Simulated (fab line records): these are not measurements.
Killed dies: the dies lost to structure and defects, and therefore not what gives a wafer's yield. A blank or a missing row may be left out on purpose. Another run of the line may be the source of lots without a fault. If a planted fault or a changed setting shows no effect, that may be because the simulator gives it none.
Chamber matching || flow n5Finfet || 3 sister chambers for N5_BEOL_M11_CURE_72 on uvCure-01
The step cures SiCOH lowk, time 120 s. 6 wafers are shown with their chamber, then 8 later ones without.

## WAFERS PAIRED WITH THEIR CHAMBERS
{"wafer": "L081.4", "chamber": 1, "wafer_temp_C_max": 372.6, "lampPowerPct (%)": 52.29}
{"wafer": "L081.5", "chamber": 1, "wafer_temp_C_max": 372.5, "lampPowerPct (%)": 52.32}
{"wafer": "L086.3", "chamber": 0, "wafer_temp_C_max": 373.1, "lampPowerPct (%)": 52.32}
{"wafer": "L086.4", "chamber": 0, "wafer_temp_C_max": 373.1, "lampPowerPct (%)": 52.37}
{"wafer": "L090.3", "chamber": 2, "wafer_temp_C_max": 371.5, "lampPowerPct (%)": 52.33}
{"wafer": "L090.4", "chamber": 2, "wafer_temp_C_max": 370.8, "lampPowerPct (%)": 52.28}

## WAFERS WITHOUT THEIR CHAMBER
{"wafer": "L090.5", "wafer_temp_C_max": 371.3, "lampPowerPct (%)": 52.34}
{"wafer": "L090.6", "wafer_temp_C_max": 371.7, "lampPowerPct (%)": 52.33}
{"wafer": "L097.1", "wafer_temp_C_max": 372.8, "lampPowerPct (%)": 52.23}
{"wafer": "L097.2", "wafer_temp_C_max": 372.4, "lampPowerPct (%)": 52.35}
{"wafer": "L097.5", "wafer_temp_C_max": 372.0, "lampPowerPct (%)": 52.25}
{"wafer": "L097.3", "wafer_temp_C_max": 372.1, "lampPowerPct (%)": 52.33}
{"wafer": "L097.4", "wafer_temp_C_max": 373.7, "lampPowerPct (%)": 52.29}
{"wafer": "L097.6", "wafer_temp_C_max": 372.4, "lampPowerPct (%)": 52.19}

## EACH ONE'S CHAMBER
{"wafer": "L090.5", "from the rows above": 2, "in truth": 2}
{"wafer": "L090.6", "from the rows above": "can't be placed: 2 or 1", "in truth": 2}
{"wafer": "L097.1", "from the rows above": "can't be placed: 1 or 0", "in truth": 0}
{"wafer": "L097.2", "from the rows above": "can't be placed: 1 or 0", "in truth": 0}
{"wafer": "L097.5", "from the rows above": "can't be placed: 1 or 2", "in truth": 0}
{"wafer": "L097.3", "from the rows above": "can't be placed: 1 or 2 or 0", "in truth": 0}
{"wafer": "L097.4", "from the rows above": "can't be placed: 0 or 1", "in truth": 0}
{"wafer": "L097.6", "from the rows above": "can't be placed: 1 or 0 or 2", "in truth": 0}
1 of 8 placed correctly. Cannot be placed on the basis of these rows: 7; the candidates contain the true chamber in 6. Placed wrongly: 0.
How it was worked out, from the rows above alone: a wafer's distance from a chamber is the root of the sum, over the readings, of the square of ((its reading less the chamber's mean) divided by the reading's scatter). If the next closest chamber is less than 2 further off than the closest, the wafer can't be placed; otherwise it belongs to the closest. For every chamber, the mean is computed from those of its wafers that are shown. The scatter: take each reading less its chamber's mean, square it, sum over the shown wafers, divide by the number of wafers less the number of chambers, and take the root.
